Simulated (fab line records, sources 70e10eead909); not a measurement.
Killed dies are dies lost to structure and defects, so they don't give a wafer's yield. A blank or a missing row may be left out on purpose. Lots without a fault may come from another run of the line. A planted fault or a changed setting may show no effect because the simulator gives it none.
fab line records | flow nand_harc
record lots=5 wafers=15 last_day=28
route steps=1159 shown A_SLIT@784
lots that met no fault: from a run of the same line without faults
start_h: hours from the record's first day to the start of the lot's first wafer shown | wait_h: hours since the lot's step before | " the same as in the row above | L1.1+2: a row that stands for several wafers | - no value, or no start given | * or withheld: withheld | < > ~ a bound
route shown NAME@n: a module of which the file shows steps, and the number in the route of the first | usual: mean/standard deviation of fault-free wafers | same: alike in all rows | chamber/n: place in a boat | sites: the reading at each site | _std_site: their standard deviation | _edge_site: outer sites' mean less inner sites' | radius_mm: how far each site lies from the wafer's centre | mask NAME#n: copy n | behind: the tool/chamber that last shaped the wafer | hold: why the lot was held/for how many hours/how that ended | device: the transistor (n, p or np) that didn't switch | end of line: the same wafers' tests at the end of the route | a step without rows: its recipe alone | killed: dies lost to structure and defects at the first sort, not the wafer's yield | map: a wafer's dies, x killed, . not, _ none there
set.NAME: the setting as run; set.NAME@STEP: as run at that earlier step | model.NAME: the simulator's own value behind a step, which no gauge read
lots at some steps of the route; a table a step, a row a wafer
services: from which hour (start_h, from the record's first day; less than 0 if before it) a tool's chamber was out of use, for how many hours, and why
## steps
# step NHARC_A_SLIT_COAT_03
# recipe spin_rpm=1500 resist_thk_nm=90
# step NHARC_A_SLIT_SOFTBAKE_04
# recipe temp_c=105 time_s=55
# step NHARC_A_SLIT_EBR_05
# step NHARC_A_SLIT_EXPOSE_06
# recipe na=1.35 dose_mj=60.82 mask_id=SLIT
# step NHARC_A_SLIT_PEB_07
# recipe peb_temp_c=100 peb_time_s=65
# step NHARC_A_SLIT_DEVELOP_08
# recipe develop_time_s=35 dev_temp_c=23
# step NHARC_A_SLIT_CD_MEAS_09
# recipe target_cd_nm=300 landing_energy_ev=500
# usual cd_nm=300.1/0.61
# columns lot.wafer tool chamber start_h wait_h cd_nm
L901.1 cd_sem-03 0 403.52 - 301.1
L901.3 " 0 " " 299.9
L901.6 " 0 " " 299.4
L896.1 cd_sem-02 0 405.02 - 301.3
L896.2 " 0 " " 300.4
L896.3 " 0 " " 301.0
L911.2 cd_sem-02 0 435.09 - 300.5
L911.4 " 0 " " 299.6
L911.5 " 0 " " 300.8
L903.2 cd_sem-01 0 437.90 - 299.9
L903.4 " 0 " " 300.3
L903.6 " 0 " " 300.4
L914.3 cd_sem-01 0 456.96 - 299.5
L914.4 " 0 " " 299.8
L914.5 " 0 " " 299.7
# step NHARC_A_SLIT_OVL_MEAS_10
# usual overlay_x_nm=0.0/0.79 overlay_y_nm=-0.5/0.93
# columns lot.wafer tool chamber start_h wait_h overlay_x_nm overlay_y_nm
L901.1 overlay-01 - 403.61 - 0.7 -0.9
L901.3 " - " " 0.5 -0.6
L901.6 " - " " 0.4 -0.3
L896.1 overlay-02 - 405.12 - 2.0 -1.8
L896.2 " - " " 2.0 -1.9
L896.3 " - " " 2.8 -1.9
L911.2 overlay-02 - 435.18 - 0.2 -1.1
L911.4 " - " " -0.5 -0.7
L911.5 " - " " -0.3 -0.8
L903.2 overlay-01 - 437.99 - 1.2 -0.8
L903.4 " - " " 1.1 -0.8
L903.6 " - " " 1.4 -0.9
L914.3 overlay-01 - 457.05 - 0.6 -0.3
L914.4 " - " " -0.4 -0.3
L914.5 " - " " -0.5 0.2
# step NHARC_A_SLIT_INSPECT_11
# usual raw_defect_count=21/9.2
# columns lot.wafer tool chamber start_h wait_h raw_defect_count
L901.1 defect_inspect-02 - 403.64 0.0 13
L901.3 " - " " 15
L901.6 " - " " 16
L896.1 defect_inspect-02 - 405.16 0.0 15
L896.2 " - " " 15
L896.3 " - " " 14
L911.2 defect_inspect-01 - 435.21 0.0 26
L911.4 " - " " 27
L911.5 " - " " 18
L903.2 defect_inspect-01 - 438.03 0.0 23
L903.4 " - " " 24
L903.6 " - " " 26
L914.3 defect_inspect-01 - 457.08 0.0 20
L914.4 " - " " 16
L914.5 " - " " 9
# step NHARC_A_SLIT_DESCUM_14
# recipe time_s=3 o2_flow_sccm=200 ar_flow_sccm=0 bias_power_w=0 chemistry=O2
# usual drypump_motor_current_A=5.5/0.68 oes_product_au=0.996/0.011 rf_vpp_V=57.8/0.99 showerhead_plenum_p_Torr=1.92/0.093 throttle_valve_pct=11.311/0.009
# columns lot.wafer tool chamber start_h wait_h drypump_motor_current_A oes_product_au rf_hours_counter_h rf_vpp_V showerhead_plenum_p_Torr throttle_valve_pct
L901.3 rie_diel-03 1 403.70 0.1 6.2 1.003 0 58.0 1.84 11.305
L901.1 " 3 " " 5.0 1.005 0 57.6 1.82 11.324
L901.6 " 1 " " 6.1 0.998 - 58.2 1.84 11.317
L896.2 rie_diel-10 3 405.22 0.1 4.8 0.984 3 56.4 1.78 11.323
L896.3 " 1 " " 5.2 1.006 3 58.6 1.98 11.308
L896.1 " 2 " " 5.7 0.977 4 57.1 2.03 11.308
L911.4 rie_diel-03 3 435.27 0.1 5.0 1.010 3 55.9 1.82 11.300
L911.2 " 2 " " 6.8 1.000 3 57.1 2.02 11.328
L911.5 " 3 " " 5.1 1.007 - 59.4 1.82 11.314
L903.2 rie_diel-10 3 438.11 0.1 4.8 0.989 6 57.3 1.78 11.301
L903.6 " 2 " " 5.7 0.985 - 58.1 2.02 11.308
L903.4 " 3 " " 4.8 0.988 - 58.5 1.78 11.330
L914.4 rie_diel-03 1 457.14 0.1 6.1 1.003 4 57.7 1.84 11.308
L914.3 " 3 " " 5.0 1.008 3 58.1 1.81 11.321
L914.5 " 2 " " 6.8 0.986 - 57.2 2.02 11.315
# step NHARC_A_SLIT_ETCH_24
# recipe target_depth_a=1210 time_s=60.5 cf4_flow_sccm=100 chf3_flow_sccm=30 ar_flow_sccm=0 rf_w=500 bias_w=200 chemistry=CF4/CHF3
# usual chf3_flow_sccm=30.00/0.082 drypump_motor_current_A=5.6/0.68 oes_product_au=0.959/0.019 rf_vpp_V=371.0/2.6 showerhead_plenum_p_Torr=1.59/0.071 throttle_valve_pct=16.803/0.0094
# columns lot.wafer tool chamber start_h wait_h chf3_flow_sccm drypump_motor_current_A oes_product_au rf_hours_counter_h rf_vpp_V showerhead_plenum_p_Torr throttle_valve_pct
L901.1 rie_diel-03 3 403.79 0.1 29.99 5.0 0.978 0 368.1 1.50 16.801
L901.3 " 0 " " 29.95 4.7 0.972 0 372.5 1.66 16.818
L901.6 " 3 " " 29.95 5.0 0.971 - 367.8 1.50 16.787
L896.3 rie_diel-10 3 405.31 0.1 29.84 4.8 0.947 3 367.1 1.47 16.811
L896.2 " 0 " " 30.08 5.9 0.966 3 371.8 1.58 16.791
L896.1 " 1 " " 30.11 5.2 0.976 3 371.5 1.62 16.813
L911.4 rie_diel-03 3 435.36 0.1 30.03 5.0 0.965 3 367.1 1.50 16.796
L911.2 " 0 " " 29.94 4.7 0.957 3 375.3 1.66 16.801
L911.5 " 3 " " 30.02 5.0 0.978 - 368.2 1.50 16.806
L903.2 rie_diel-10 2 438.20 0.1 30.05 5.7 0.949 7 373.4 1.66 16.793
L903.4 " 1 " " 30.10 5.3 0.963 - 372.1 1.62 16.803
L903.6 " 3 " " 30.08 4.8 0.941 - 365.9 1.47 16.794
L914.4 rie_diel-03 2 457.24 0.1 29.88 6.8 0.941 4 373.3 1.66 16.816
L914.3 " 0 " " 29.91 4.7 0.949 4 374.6 1.66 16.810
L914.5 " 1 " " 29.98 6.1 0.964 - 367.4 1.51 16.812
# step NHARC_A_SLIT_ETCH_15
# recipe target_depth_a=32000 over_etch_frac=0.3 time_s=832 ion_energy_ev=150 o2_flow_sccm=400 cos_flow_sccm=20 ar_flow_sccm=0 rf_w=500 bias_w=300 chemistry=O2/COS
# usual drypump_motor_current_A=5.5/0.67 oes_product_au=0.995/0.011 rf_vpp_V=314.4/2.3 showerhead_plenum_p_Torr=3.14/0.14 throttle_valve_pct=28.330/0.0096
# columns lot.wafer tool chamber start_h wait_h drypump_motor_current_A oes_product_au rf_hours_counter_h rf_vpp_V showerhead_plenum_p_Torr throttle_valve_pct
L901.1 rie_diel-03 0 - - 4.7 0.998 0 316.6 3.30 28.323
L901.3 " 1 " " 6.1 1.003 0 310.6 3.01 28.338
L901.6 " 0 " " 4.7 1.002 - 316.4 3.30 28.324
L896.2 rie_diel-10 2 - - 5.7 0.974 4 318.8 3.29 28.325
L896.1 " 3 " " 4.8 0.987 3 310.4 2.92 28.348
L896.3 " 0 " " 5.9 1.004 3 315.0 3.14 28.340
L911.2 rie_diel-03 1 - - 6.1 1.002 3 312.4 3.01 28.314
L911.4 " 0 " " 4.7 0.992 3 316.4 3.30 28.341
L911.5 " 1 " " 6.2 1.000 - 311.0 3.01 28.327
L903.2 rie_diel-10 3 - - 4.8 0.983 6 310.1 2.92 28.334
L903.4 " 2 " " 5.7 0.977 - 316.4 3.29 28.320
L903.6 " 1 " " 5.2 1.004 - 315.8 3.22 28.334
L914.3 rie_diel-03 3 - - 5.0 1.011 4 311.5 2.97 28.328
L914.4 " 0 " " 4.7 0.980 4 317.2 3.30 28.331
L914.5 " 2 " " 6.8 0.998 - 316.3 3.29 28.312
# step NHARC_A_SLIT_ETCH_17
# recipe bias_v=900 source_w=withheld pressure_mtorr=20 ar_flow_sccm=375 c4f8_flow_sccm=83.3 o2_flow_sccm=41.7 time_s=1687.5 target_depth_a=1.01e+05 chemistry=C4F8/O2/Ar
# usual drypump_motor_current_A=6.2/0.65 showerhead_plenum_p_Torr=3.69/0.073 throttle_valve_pct=32.047/0.0097
# columns lot.wafer tool chamber start_h wait_h drypump_motor_current_A rf_hours_counter_h showerhead_plenum_p_Torr throttle_valve_pct model.A_SLIT.cd_nm
L901.1 har_etch-02 1 405.09 - 5.6 210 3.75 32.054 288.5
L901.3 " 1 " " 5.6 - 3.75 32.034 288.5
L901.6 " 1 " " 5.6 - 3.75 32.053 288.5
L896.1 har_etch-01 0 406.01 - 6.7 46 3.78 32.043 290.2
L896.2 " 1 " " 6.8 46 3.60 32.038 290.2
L896.3 " 0 " " 6.7 - 3.78 32.035 290.2
L911.2 har_etch-01 0 438.22 - 6.7 59 3.77 32.039 290.6
L911.4 " 1 " " 6.8 - 3.59 32.053 290.6
L911.5 " 1 " " 6.8 - 3.59 32.051 290.6
L903.2 har_etch-02 0 442.70 - 5.3 231 3.66 32.046 286.7
L903.4 " 0 " " 5.3 - 3.66 32.040 286.7
L903.6 " 1 " " 5.6 - 3.73 32.045 289.5
L914.3 har_etch-01 1 458.40 - 6.8 - 3.59 32.061 289
L914.4 " 0 " " 6.7 - 3.77 32.052 289
L914.5 " 1 " " 6.8 - 3.59 32.050 289
# step NHARC_A_SLIT_ETCH_26
# recipe bias_v=400 source_w=2000 pressure_mtorr=25 time_s=90 ar_flow_sccm=375 c4f8_flow_sccm=41.7 o2_flow_sccm=83.3 target_depth_a=4000 chemistry=C4F8/O2/Ar
# usual drypump_motor_current_A=6.2/0.65 showerhead_plenum_p_Torr=3.73/0.075 throttle_valve_pct=27.619/0.0084
# columns lot.wafer tool chamber start_h wait_h drypump_motor_current_A rf_hours_counter_h showerhead_plenum_p_Torr throttle_valve_pct
L901.1 har_etch-02 1 406.60 1.3 5.6 211 3.78 27.630
L901.3 " 1 " " 5.6 - 3.78 27.626
L901.6 " 1 " " 5.6 - 3.78 27.623
L896.1 har_etch-01 0 407.50 1.2 6.7 47 3.82 27.617
L896.2 " 1 " " 6.8 47 3.63 27.622
L896.3 " 0 " " 6.7 - 3.82 27.608
L911.2 har_etch-01 0 439.50 1.0 6.7 60 3.81 27.610
L911.4 " 1 " " 6.8 - 3.62 27.615
L911.5 " 1 " " 6.8 - 3.62 27.612
L903.2 har_etch-02 0 444.20 1.3 5.3 232 3.69 27.620
L903.4 " 0 " " 5.3 - 3.69 27.619
L903.6 " 1 " " 5.6 - 3.77 27.627
L914.3 har_etch-01 1 459.46 0.8 6.8 - 3.62 27.613
L914.4 " 0 " " 6.7 - 3.80 27.612
L914.5 " 1 " " 6.8 - 3.62 27.614
# step NHARC_A_SLIT_STRIP_28
# recipe o2_flow_sccm=400 cos_flow_sccm=20 ar_flow_sccm=0 bias_w=0 chemistry=O2/COS
# step NHARC_A_SLIT_ETCH_29
# recipe target_depth_a=1000 overetch_a=100 time_s=55 ion_energy_ev=100 cf4_flow_sccm=80 o2_flow_sccm=20 ar_flow_sccm=0 rf_w=300 bias_w=100 chemistry=CF4/O2
# usual drypump_motor_current_A=5.5/0.67 oes_ar_750_au=1.000/0.0047 oes_product_au=0.997/0.011 rf_vpp_V=198.0/1.5 showerhead_plenum_p_Torr=1.35/0.063 throttle_valve_pct=13.398/0.0095
# columns lot.wafer tool chamber start_h wait_h drypump_motor_current_A oes_ar_750_au oes_product_au rf_hours_counter_h rf_vpp_V showerhead_plenum_p_Torr throttle_valve_pct model.A_SLIT.cd_nm
L901.3 rie_diel-10 3 407.22 0.1 4.8 1.000 0.991 3.5 194.3 1.25 13.398 288.3
L901.1 " 1 " " 5.3 0.995 1.008 3.9 200.1 1.38 13.399 288.2
L901.6 " 3 " " 4.8 1.012 0.987 - 195.3 1.25 13.394 288.5
L896.3 rie_diel-10 0 408.11 0.1 5.9 1.003 0.998 3.3 198.3 1.34 13.409 289.7
L896.2 " 1 " " 5.3 1.004 0.995 4.0 199.0 1.38 13.385 289.9
L896.1 " 2 " " 5.7 1.001 0.979 4.2 199.2 1.41 13.406 290.2
L911.2 rie_diel-03 3 440.10 0.1 5.1 1.007 1.019 3.2 195.8 1.27 13.379 290.1
L911.4 " 3 " " 5.1 1.001 1.014 - 196.6 1.27 13.412 290.2
L911.5 " 0 " " 4.7 1.006 1.000 - 199.8 1.41 13.417 289.9
L903.2 rie_diel-10 3 444.83 0.1 4.8 0.998 0.985 7.1 196.1 1.25 13.397 287.5
L903.4 " 3 " " 4.8 1.005 0.985 - 195.1 1.25 13.412 287.7
L903.6 " 1 " " 5.3 1.009 1.001 - 198.5 1.38 13.413 289.3
L914.3 rie_diel-03 1 460.01 0.1 6.2 1.003 1.007 4.4 197.4 1.28 13.400 289.4
L914.4 " 3 " " 5.0 0.997 1.003 4.5 197.7 1.27 13.377 289.7
L914.5 " 0 " " 4.7 0.989 0.996 - 197.2 1.41 13.394 289.3
# step NHARC_A_SLIT_STRIP_18
# recipe o2_flow_sccm=500 ar_flow_sccm=0 bias_w=0 chemistry=O2
# usual drypump_motor_current_A=5.6/0.67 oes_product_au=0.996/0.01 rf_vpp_V=57.9/0.89 showerhead_plenum_p_Torr=3.57/0.15 throttle_valve_pct=17.036/0.0091
# columns lot.wafer tool chamber start_h wait_h drypump_motor_current_A oes_product_au rf_hours_counter_h rf_vpp_V showerhead_plenum_p_Torr throttle_valve_pct
L901.1 rie_diel-10 1 - - 5.3 0.992 3.9 57.9 3.64 17.031
L901.3 " 3 " " 4.8 0.983 3.5 58.8 3.30 17.046
L901.6 " 1 " " 5.3 1.004 - 58.4 3.64 17.052
L896.1 rie_diel-10 1 - - 5.3 1.013 4.0 57.7 3.64 17.050
L896.2 " 2 " " 5.6 0.976 4.2 57.0 3.72 17.050
L896.3 " 0 " " 5.9 0.997 3.4 58.2 3.55 17.019
L911.2 rie_diel-03 3 - - 5.1 1.004 3.3 57.0 3.36 17.041
L911.5 " 2 " " 6.8 0.992 - 60.0 3.71 17.040
L911.4 " 0 " " 4.7 0.988 - 57.7 3.73 17.035
L903.2 rie_diel-10 2 - - 5.7 0.987 7.7 57.1 3.72 17.065
L903.6 " 3 " " 4.8 0.989 - 56.4 3.30 17.022
L903.4 " 1 " " 5.3 1.007 - 57.4 3.64 17.038
L914.3 rie_diel-03 2 - - 6.8 0.995 4.6 58.9 3.71 17.050
L914.4 " 3 " " 5.0 1.003 4.5 55.7 3.36 17.040
L914.5 " 3 " " 5.0 1.005 - 57.2 3.36 17.038
## services
# columns tool chamber start_h hours kind
rie_diel-03 2 382.39 7.4 repair
rie_diel-03 0 386.69 1.8 repair
rie_diel-10 0 387.00 - clean
rie_diel-10 1 387.00 - clean
rie_diel-03 1 388.34 9.2 repair
rie_diel-03 - 392.30 9.0 pm
rie_diel-03 0 392.30 9.0 vent_cycle
rie_diel-03 2 392.30 9.0 vent_cycle
rie_diel-03 3 392.30 9.0 vent_cycle
rie_diel-03 0 401.30 - clean
rie_diel-03 1 401.30 - clean
rie_diel-03 2 401.30 - clean
rie_diel-03 3 401.30 - clean
rie_diel-10 0 411.24 4.5 repair
rie_diel-03 0 425.80 - clean
rie_diel-03 1 425.80 - clean
rie_diel-03 2 425.80 - clean
rie_diel-03 3 425.80 - clean
rie_diel-10 0 437.19 62.3 repair
rie_diel-03 1 437.64 6.3 repair
rie_diel-03 0 450.30 - clean
rie_diel-03 1 450.30 - clean
rie_diel-03 2 450.30 - clean
rie_diel-03 3 450.30 - clean
## key
first_sign none at tools or gauges
model_effect step=NHARC_A_SLIT_ETCH_17 value=A_SLIT.cd_nm without=289.5 struck=286.7
model_effect step=NHARC_A_SLIT_ETCH_29 value=A_SLIT.cd_nm without=289.2 struck=287.6
met_at NHARC_A_SLIT_ETCH_17
struck_wafers L903.2,L903.4
tester_left_out L903
fault kind=process_parameter_drift tool=har_etch-02 chamber=0 onset_h=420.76 steps=NHARC_A_SLIT_ETCH_17 channel=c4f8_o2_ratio offset=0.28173 shape=step end_h=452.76 acts_in=these_recipes_only stated=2
# tester_left_out: of these lots the tester's yield and bins aren't shown, on N5 and GAA mostly nor the transistor test; their killed dies are dies lost to structure and defects alone, not to doping, threshold or leakage, so they don't give the yield
